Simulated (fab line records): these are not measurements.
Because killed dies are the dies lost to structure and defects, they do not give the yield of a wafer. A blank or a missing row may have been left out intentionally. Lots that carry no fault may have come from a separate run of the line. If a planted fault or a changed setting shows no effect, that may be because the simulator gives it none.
Matching of chambers / flow n5-finfet / pecvd-01 running N5_BEOL_M3_DEP_57: 3 sister chambers
The step deposits SiCN from 3MS/NH3, target thk 8 nm, time 14 s. 16 wafers are shown with their chamber, then 8 later ones without.

WAFERS PAIRED WITH THEIR CHAMBERS
wafer=L077.3; chamber=0; throttle-valve-pct (%)=8.6; showerhead-vpp-V (V)=824; showerhead-plenum-p-Torr (Torr)=3.655
wafer=L077.4; chamber=0; throttle-valve-pct (%)=8.7; showerhead-vpp-V (V)=817; showerhead-plenum-p-Torr (Torr)=3.658
wafer=L077.5; chamber=2; throttle-valve-pct (%)=8.8; showerhead-vpp-V (V)=840; showerhead-plenum-p-Torr (Torr)=3.653
wafer=L080.1; chamber=2; throttle-valve-pct (%)=8.8; showerhead-vpp-V (V)=837; showerhead-plenum-p-Torr (Torr)=3.644
wafer=L080.2; chamber=0; throttle-valve-pct (%)=8.7; showerhead-vpp-V (V)=844; showerhead-plenum-p-Torr (Torr)=3.660
wafer=L080.6; chamber=1; throttle-valve-pct (%)=10.2; showerhead-vpp-V (V)=907; showerhead-plenum-p-Torr (Torr)=3.667
wafer=L082.2; chamber=0; throttle-valve-pct (%)=8.7; showerhead-vpp-V (V)=825; showerhead-plenum-p-Torr (Torr)=3.662
wafer=L082.4; chamber=1; throttle-valve-pct (%)=10.4; showerhead-vpp-V (V)=905; showerhead-plenum-p-Torr (Torr)=3.680
wafer=L082.5; chamber=2; throttle-valve-pct (%)=9.2; showerhead-vpp-V (V)=848; showerhead-plenum-p-Torr (Torr)=3.649
wafer=L087.3; chamber=2; throttle-valve-pct (%)=8.9; showerhead-vpp-V (V)=838; showerhead-plenum-p-Torr (Torr)=3.652
wafer=L087.4; chamber=2; throttle-valve-pct (%)=8.9; showerhead-vpp-V (V)=834; showerhead-plenum-p-Torr (Torr)=3.660
wafer=L087.6; chamber=0; throttle-valve-pct (%)=9.0; showerhead-vpp-V (V)=838; showerhead-plenum-p-Torr (Torr)=3.656
wafer=L089.1; chamber=1; throttle-valve-pct (%)=10.3; showerhead-vpp-V (V)=915; showerhead-plenum-p-Torr (Torr)=3.673
wafer=L089.2; chamber=0; throttle-valve-pct (%)=8.8; showerhead-vpp-V (V)=827; showerhead-plenum-p-Torr (Torr)=3.660
wafer=L089.6; chamber=0; throttle-valve-pct (%)=8.7; showerhead-vpp-V (V)=839; showerhead-plenum-p-Torr (Torr)=3.651
wafer=L095.4; chamber=2; throttle-valve-pct (%)=8.9; showerhead-vpp-V (V)=837; showerhead-plenum-p-Torr (Torr)=3.654

SIGNATURES (means of the wafers above)
reading=throttle-valve-pct; chamber 0=8.743; chamber 1=10.300; chamber 2=8.917; scatter within a chamber=0.132
reading=showerhead-vpp-V; chamber 0=830.57; chamber 1=909.00; chamber 2=839.00; scatter within a chamber=7.59
reading=showerhead-plenum-p-Torr; chamber 0=3.65743; chamber 1=3.67333; chamber 2=3.65200; scatter within a chamber=0.00489
Rule: distance of a wafer from a chamber = root of the sum over the readings of ((wafer's reading minus chamber's mean) / reading's scatter) squared. The wafer belongs to the nearest chamber; if the next one is less than 2 further off, it can't be placed. The scatter: the root of (the sum of the squares of (reading less its chamber's mean) over the shown wafers, divided by (wafers less chambers)).

WAFERS MISSING THEIR CHAMBER
wafer=L095.5; throttle-valve-pct (%)=8.9; showerhead-vpp-V (V)=832; showerhead-plenum-p-Torr (Torr)=3.667
wafer=L095.6; throttle-valve-pct (%)=10.2; showerhead-vpp-V (V)=907; showerhead-plenum-p-Torr (Torr)=3.672
wafer=L096.3; throttle-valve-pct (%)=8.9; showerhead-vpp-V (V)=833; showerhead-plenum-p-Torr (Torr)=3.647
wafer=L096.5; throttle-valve-pct (%)=8.9; showerhead-vpp-V (V)=838; showerhead-plenum-p-Torr (Torr)=3.644
wafer=L096.6; throttle-valve-pct (%)=10.4; showerhead-vpp-V (V)=901; showerhead-plenum-p-Torr (Torr)=3.678
wafer=L097.2; throttle-valve-pct (%)=9.0; showerhead-vpp-V (V)=833; showerhead-plenum-p-Torr (Torr)=3.653
wafer=L097.3; throttle-valve-pct (%)=8.7; showerhead-vpp-V (V)=833; showerhead-plenum-p-Torr (Torr)=3.650
wafer=L097.5; throttle-valve-pct (%)=10.2; showerhead-vpp-V (V)=916; showerhead-plenum-p-Torr (Torr)=3.673

EACH ONE'S CHAMBER
wafer=L095.5; from the rows above=can't be placed: 0 or 2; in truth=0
wafer=L095.6; from the rows above=1; in truth=1
wafer=L096.3; from the rows above=can't be placed: 2 or 0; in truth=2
wafer=L096.5; from the rows above=can't be placed: 2 or 0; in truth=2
wafer=L096.6; from the rows above=1; in truth=1
wafer=L097.2; from the rows above=can't be placed: 2 or 0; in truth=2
wafer=L097.3; from the rows above=can't be placed: 0 or 2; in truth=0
wafer=L097.5; from the rows above=1; in truth=1
Correctly placed: 3 of 8. Cannot be placed on the basis of these rows: 5; the candidates contain the true chamber in 5. Wrongly placed: 0.
